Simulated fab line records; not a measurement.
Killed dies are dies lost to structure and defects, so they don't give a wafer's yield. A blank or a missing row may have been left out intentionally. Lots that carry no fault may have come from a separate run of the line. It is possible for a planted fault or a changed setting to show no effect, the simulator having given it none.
fab line records / flow nandHarc
record lots=14 wafers=42 lastDay=30
route steps=1302 shown P_BONDPAD@377 A_ONON_D1@426 END@1302
lots that met no fault: taken from a fault-free run of the same line
startH: hours from the record's first day to the start of the lot's first wafer shown / waitH: hours elapsed since this lot's preceding step / " as in the row above / L1.1+2: one row covering several wafers at once / - no value, or no start given / * or withheld: withheld / < > ~ a bound
route shown NAME@n: names a module that has steps shown in the file, with the first one's number in the route / usual: mean/standard deviation taken from wafers without a fault / same: alike in all rows / chamber/n: place in a boat / sites: the reading at each site / _std_site: their standard deviation / _edge_site: mean of outer sites minus mean of inner sites / radiusMm: for every site, how far away it sits from the centre of the wafer / mask NAME#n: copy n / behind: the last tool/chamber to shape the wafer / hold: the reason the lot was held/the length of the hold in hours/how it ended / device: the transistor (n, p or np) that didn't switch / end of line: the same wafers' tests at the end of the route / a step given without rows: its recipe and nothing more / killed: count of dies lost to structure and defects at first sort (not the wafer's yield) / map: a wafer's dies, x killed, . not, _ none there
set.NAME: the setting the step ran with; set.NAME@STEP: the setting that earlier step ran with / model.NAME: the simulator's own value behind a step, which no gauge read
the route's steps for a sample of lots (tables are steps, rows are wafers)
services: from which hour (startH, from the record's first day; less than 0 if before it) a tool's chamber was out of use, for how many hours, and why
## steps
# step NHARC_P_BONDPAD_PVD_27
# recipe targetThkA=300 chamberPressurePa=5 powerW=5000 substrateTempC=30 timeS=20.49 material=Cu
# usual throttleValvePct=30.0/1.1
lot.wafer=L829.2 tool=pvdSputter-03 chamber=- startH=- waitH=- throttleValvePct=29.6
lot.wafer=L829.5 tool=pvdSputter-03 chamber=- startH=- waitH=- throttleValvePct=29.1
lot.wafer=L829.6 tool=pvdSputter-03 chamber=- startH=- waitH=- throttleValvePct=31.1
lot.wafer=L831.1 tool=pvdSputter-03 chamber=- startH=- waitH=- throttleValvePct=30.9
lot.wafer=L831.2 tool=pvdSputter-03 chamber=- startH=- waitH=- throttleValvePct=29.7
lot.wafer=L831.6 tool=pvdSputter-03 chamber=- startH=- waitH=- throttleValvePct=30.8
lot.wafer=L832.1 tool=pvdSputter-03 chamber=- startH=- waitH=- throttleValvePct=29.2
lot.wafer=L832.2 tool=pvdSputter-03 chamber=- startH=- waitH=- throttleValvePct=31.1
lot.wafer=L832.5 tool=pvdSputter-03 chamber=- startH=- waitH=- throttleValvePct=30.9
lot.wafer=L833.2 tool=pvdSputter-01 chamber=- startH=- waitH=- throttleValvePct=30.7
lot.wafer=L833.3 tool=pvdSputter-01 chamber=- startH=- waitH=- throttleValvePct=30.8
lot.wafer=L833.6 tool=pvdSputter-01 chamber=- startH=- waitH=- throttleValvePct=30.8
lot.wafer=L834.4 tool=pvdSputter-03 chamber=- startH=- waitH=- throttleValvePct=29.6
lot.wafer=L834.3 tool=pvdSputter-03 chamber=- startH=- waitH=- throttleValvePct=30.9
lot.wafer=L834.5 tool=pvdSputter-03 chamber=- startH=- waitH=- throttleValvePct=29.2
lot.wafer=L835.1 tool=pvdSputter-02 chamber=- startH=- waitH=- throttleValvePct=28.5
lot.wafer=L835.3 tool=pvdSputter-02 chamber=- startH=- waitH=- throttleValvePct=29.4
lot.wafer=L835.5 tool=pvdSputter-02 chamber=- startH=- waitH=- throttleValvePct=28.5
lot.wafer=L836.3 tool=pvdSputter-03 chamber=- startH=- waitH=- throttleValvePct=29.3
lot.wafer=L836.2 tool=pvdSputter-03 chamber=- startH=- waitH=- throttleValvePct=31.1
lot.wafer=L836.5 tool=pvdSputter-03 chamber=- startH=- waitH=- throttleValvePct=29.6
lot.wafer=L837.1 tool=pvdSputter-03 chamber=- startH=- waitH=- throttleValvePct=31.1
lot.wafer=L837.2 tool=pvdSputter-03 chamber=- startH=- waitH=- throttleValvePct=29.6
lot.wafer=L837.4 tool=pvdSputter-03 chamber=- startH=- waitH=- throttleValvePct=29.1
lot.wafer=L841.1 tool=pvdSputter-02 chamber=- startH=- waitH=- throttleValvePct=28.5
lot.wafer=L841.3 tool=pvdSputter-02 chamber=- startH=- waitH=- throttleValvePct=31.2
lot.wafer=L841.5 tool=pvdSputter-02 chamber=- startH=- waitH=- throttleValvePct=29.5
lot.wafer=L842.4 tool=pvdSputter-03 chamber=- startH=- waitH=- throttleValvePct=29.4
lot.wafer=L842.1 tool=pvdSputter-03 chamber=- startH=- waitH=- throttleValvePct=28.9
lot.wafer=L842.6 tool=pvdSputter-03 chamber=- startH=- waitH=- throttleValvePct=30.1
lot.wafer=L843.1 tool=pvdSputter-01 chamber=- startH=- waitH=- throttleValvePct=30.8
lot.wafer=L843.5 tool=pvdSputter-01 chamber=- startH=- waitH=- throttleValvePct=29.4
lot.wafer=L843.6 tool=pvdSputter-01 chamber=- startH=- waitH=- throttleValvePct=30.7
lot.wafer=L845.3 tool=pvdSputter-01 chamber=- startH=- waitH=- throttleValvePct=30.8
lot.wafer=L845.1 tool=pvdSputter-01 chamber=- startH=- waitH=- throttleValvePct=31.1
lot.wafer=L845.6 tool=pvdSputter-01 chamber=- startH=- waitH=- throttleValvePct=31.1
lot.wafer=L846.2 tool=pvdSputter-01 chamber=- startH=- waitH=- throttleValvePct=31.0
lot.wafer=L846.4 tool=pvdSputter-01 chamber=- startH=- waitH=- throttleValvePct=30.5
lot.wafer=L846.6 tool=pvdSputter-01 chamber=- startH=- waitH=- throttleValvePct=31.0
lot.wafer=L847.3 tool=pvdSputter-03 chamber=- startH=- waitH=- throttleValvePct=30.3
lot.wafer=L847.4 tool=pvdSputter-03 chamber=- startH=- waitH=- throttleValvePct=32.4
lot.wafer=L847.2 tool=pvdSputter-03 chamber=- startH=- waitH=- throttleValvePct=28.9
# step NHARC_A_ONON_D1_DEP_03
# recipe targetThkA=10000 n2FlowSccm=2750 n2oFlowSccm=2000 nh3FlowSccm=500 sih4FlowSccm=210 tempC=400
lot.wafer=L829.2+5+6 tool=pecvdOnon-02 chamber=0 startH=166.76 waitH=0.1
lot.wafer=L831.1+2+6 tool=pecvdOnon-02 chamber=0 startH=182.91 waitH=0.1
lot.wafer=L832.1+2+5 tool=pecvdOnon-01 chamber=0 startH=190.69 waitH=0.1
lot.wafer=L833.2+3+6 tool=pecvdOnon-01 chamber=0 startH=197.98 waitH=0.1
lot.wafer=L834.3+4+5 tool=pecvdOnon-01 chamber=0 startH=212.03 waitH=0.2
lot.wafer=L835.1+3+5 tool=pecvdOnon-01 chamber=0 startH=226.09 waitH=0.1
lot.wafer=L836.2+3+5 tool=pecvdOnon-01 chamber=0 startH=233.27 waitH=0.1
lot.wafer=L837.1+2+4 tool=pecvdOnon-01 chamber=0 startH=238.55 waitH=0.1
lot.wafer=L841.1+3+5 tool=pecvdOnon-02 chamber=0 startH=283.64 waitH=0.1
lot.wafer=L842.1+4+6 tool=pecvdOnon-03 chamber=0 startH=306.00 waitH=0.1
lot.wafer=L843.1+5+6 tool=pecvdOnon-02 chamber=0 startH=306.01 waitH=0.1
lot.wafer=L845.1+3+6 tool=pecvdOnon-02 chamber=0 startH=317.48 waitH=0.1
lot.wafer=L846.2+4+6 tool=pecvdOnon-02 chamber=0 startH=326.96 waitH=0.1
lot.wafer=L847.2+3+4 tool=pecvdOnon-03 chamber=0 startH=335.34 waitH=0.1
# step NHARC_A_ONON_D1_THK_MEAS_05
# recipe thkMeasGauge=ellipsometry
# usual thkNm=1000/9.7
lot.wafer=L829.2 tool=filmMetro-02 chamber=- startH=167.21 waitH=- thkNm=1002
lot.wafer=L829.5 tool=filmMetro-02 chamber=- startH=167.21 waitH=- thkNm=1003
lot.wafer=L829.6 tool=filmMetro-02 chamber=- startH=167.21 waitH=- thkNm=1002
lot.wafer=L831.1 tool=filmMetro-02 chamber=- startH=183.41 waitH=- thkNm=1001
lot.wafer=L831.2 tool=filmMetro-02 chamber=- startH=183.41 waitH=- thkNm=1000
lot.wafer=L831.6 tool=filmMetro-02 chamber=- startH=183.41 waitH=- thkNm=1001
lot.wafer=L832.1 tool=filmMetro-02 chamber=- startH=191.20 waitH=- thkNm=997
lot.wafer=L832.2 tool=filmMetro-02 chamber=- startH=191.20 waitH=- thkNm=996
lot.wafer=L832.5 tool=filmMetro-02 chamber=- startH=191.20 waitH=- thkNm=996
lot.wafer=L833.2 tool=filmMetro-01 chamber=- startH=198.43 waitH=- thkNm=1022
lot.wafer=L833.3 tool=filmMetro-01 chamber=- startH=198.43 waitH=- thkNm=1022
lot.wafer=L833.6 tool=filmMetro-01 chamber=- startH=198.43 waitH=- thkNm=1021
lot.wafer=L834.3 tool=filmMetro-01 chamber=- startH=212.42 waitH=- thkNm=985
lot.wafer=L834.4 tool=filmMetro-01 chamber=- startH=212.42 waitH=- thkNm=983
lot.wafer=L834.5 tool=filmMetro-01 chamber=- startH=212.42 waitH=- thkNm=986
lot.wafer=L835.1 tool=filmMetro-02 chamber=- startH=226.59 waitH=- thkNm=990
lot.wafer=L835.3 tool=filmMetro-02 chamber=- startH=226.59 waitH=- thkNm=991
lot.wafer=L835.5 tool=filmMetro-02 chamber=- startH=226.59 waitH=- thkNm=990
lot.wafer=L836.2 tool=filmMetro-01 chamber=- startH=233.72 waitH=- thkNm=1610
lot.wafer=L836.3 tool=filmMetro-01 chamber=- startH=233.72 waitH=- thkNm=1612
lot.wafer=L836.5 tool=filmMetro-01 chamber=- startH=233.72 waitH=- thkNm=1609
lot.wafer=L837.1 tool=filmMetro-02 chamber=- startH=239.06 waitH=- thkNm=1625
lot.wafer=L837.2 tool=filmMetro-02 chamber=- startH=239.06 waitH=- thkNm=1627
lot.wafer=L837.4 tool=filmMetro-02 chamber=- startH=239.06 waitH=- thkNm=1627
lot.wafer=L841.1 tool=filmMetro-02 chamber=- startH=284.15 waitH=- thkNm=988
lot.wafer=L841.3 tool=filmMetro-02 chamber=- startH=284.15 waitH=- thkNm=988
lot.wafer=L841.5 tool=filmMetro-02 chamber=- startH=284.15 waitH=- thkNm=987
lot.wafer=L842.1 tool=filmMetro-02 chamber=- startH=306.51 waitH=- thkNm=995
lot.wafer=L842.4 tool=filmMetro-02 chamber=- startH=306.51 waitH=- thkNm=994
lot.wafer=L842.6 tool=filmMetro-02 chamber=- startH=306.51 waitH=- thkNm=995
lot.wafer=L843.1 tool=filmMetro-02 chamber=- startH=306.52 waitH=- thkNm=993
lot.wafer=L843.5 tool=filmMetro-02 chamber=- startH=306.52 waitH=- thkNm=995
lot.wafer=L843.6 tool=filmMetro-02 chamber=- startH=306.52 waitH=- thkNm=993
lot.wafer=L845.1 tool=filmMetro-02 chamber=- startH=317.99 waitH=- thkNm=1006
lot.wafer=L845.3 tool=filmMetro-02 chamber=- startH=317.99 waitH=- thkNm=1005
lot.wafer=L845.6 tool=filmMetro-02 chamber=- startH=317.99 waitH=- thkNm=1005
lot.wafer=L846.2 tool=filmMetro-02 chamber=- startH=327.42 waitH=- thkNm=989
lot.wafer=L846.4 tool=filmMetro-02 chamber=- startH=327.42 waitH=- thkNm=989
lot.wafer=L846.6 tool=filmMetro-02 chamber=- startH=327.42 waitH=- thkNm=988
lot.wafer=L847.2 tool=filmMetro-02 chamber=- startH=335.79 waitH=- thkNm=1005
lot.wafer=L847.3 tool=filmMetro-02 chamber=- startH=335.79 waitH=- thkNm=1008
lot.wafer=L847.4 tool=filmMetro-02 chamber=- startH=335.79 waitH=- thkNm=1006
# step NHARC_END_SORT_01
# recipe tempC=25
# usual killedAtArray=55/22 killedAtOther=1.1/1.4 killedAtPeriphery=4/3.2 killedDies=59/22 killedOpen=3.3/1.8 killedShort=2.5/1.5
# same grossDies=677
lot.wafer=L836.2 tool=prober-02 chamber=0 startH=638.92 waitH=2.8 killedAtArray=669 killedAtOther=1 killedAtPeriphery=7 killedDies=677 killedOpen=3 killedShort=4
lot.wafer=L836.3 tool=prober-02 chamber=0 startH=639.73 waitH=3.1 killedAtArray=673 killedAtOther=0 killedAtPeriphery=4 killedDies=677 killedOpen=3 killedShort=1
lot.wafer=L836.5 tool=prober-02 chamber=0 startH=641.34 waitH=3.7 killedAtArray=674 killedAtOther=0 killedAtPeriphery=3 killedDies=677 killedOpen=1 killedShort=3
# killed by level:class
L836.2 A_ONON_D1:areaDep=648 A_CHANNEL_HOLE_D2:chamberFilmFlake=7 A_DECK1_JOINT:chamberFilmFlake=4 A_CHANNEL_HOLE_D1:chamberFilmFlake=3 P_STI:chamberFilmFlake=2 P_CONTACT:geometricParticle:short=1 P_M1:geometricParticle:short=1 P_M2:geometricParticle:open=1
L836.3 A_ONON_D1:areaDep=651 A_CHANNEL_HOLE_D2:chamberFilmFlake=11 A_CHANNEL_HOLE_D1:chamberFilmFlake=3 A_CHANNEL_FILL_D2:chamberFilmFlake=2 A_STAIRCASE:chamberFilmFlake=2 P_CONTACT:geometricParticle:open=1 P_CONTACT:geometricParticle:short=1 A_ONON_D1:geometricParticle:open=1
L836.5 A_ONON_D1:areaDep=655 A_CHANNEL_HOLE_D2:chamberFilmFlake=7 A_CHANNEL_HOLE_D1:chamberFilmFlake=3 A_CONTACT:chamberFilmFlake=3 P_STI:chamberFilmFlake=2 A_CHANNEL_FILL_D2:chamberFilmFlake=2 P_M0:geometricParticle:open=1 A_DECK1_JOINT:geometricParticle:short=1
## services
tool=pvdSputter-02 chamber=- startH=133.86 hours=2.8 kind=repair
tool=pvdSputter-02 chamber=- startH=171.88 hours=1.2 kind=repair
tool=pecvdOnon-02 chamber=- startH=185.28 hours=13.0 kind=pm
tool=pvdSputter-01 chamber=- startH=214.85 hours=2.3 kind=repair
tool=pvdSputter-01 chamber=- startH=226.00 hours=10.0 kind=pm
tool=pecvdOnon-03 chamber=- startH=227.00 hours=13.0 kind=pm
tool=pvdSputter-03 chamber=- startH=227.63 hours=10.0 kind=pm
tool=pecvdOnon-01 chamber=- startH=269.95 hours=13.0 kind=pm
tool=pvdSputter-02 chamber=- startH=282.00 hours=10.0 kind=pm
tool=pvdSputter-03 chamber=- startH=306.90 hours=2.4 kind=repair
## key
firstSign step=NHARC_A_ONON_D1_THK_MEAS_05 reading=thkNm direction=up sigmas=63 usual=1000 struck=1618
effect step=NHARC_END_SORT_01 reading=killedDies direction=up sigmas=28 usual=59 struck=677
moreKillsBornAt NHARC_A_ONON_D1_DEP_03@pecvdOnon-01=1954
metAt NHARC_A_ONON_D1_DEP_03
struckLots L836,L837
struckWafers L836.2,L836.3,L836.5,L837.1,L837.2,L837.4
rowsEnd L837.1,L837.2,L837.4
laterRowsLeftOut L836.2,L836.3,L836.5
testerLeftOut L836
notActingAt NHARC_P_BONDPAD_PVD_27
onsetBetween 226.09 233.27
fault kind=processParameterDrift tool=pecvdOnon-01 chamber=0 onsetH=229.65 steps=NHARC_A_ONON_D1_DEP_03 channel=targetThkA offset=* shape=step actsIn=* stated=*
# testerLeftOut: of these lots the tester's yield and bins aren't shown, on N5 and GAA mostly nor the transistor test; their killed dies are dies lost to structure and defects alone, not to doping, threshold or leakage, so they don't give the yield
# laterRowsLeftOut: the simulator's readings of these wafers behind a module that went badly wrong aren't trusted and aren't shown, but for the sort
# rowsEnd: these wafers met a further fault down the route, and their rows from its step on are left out
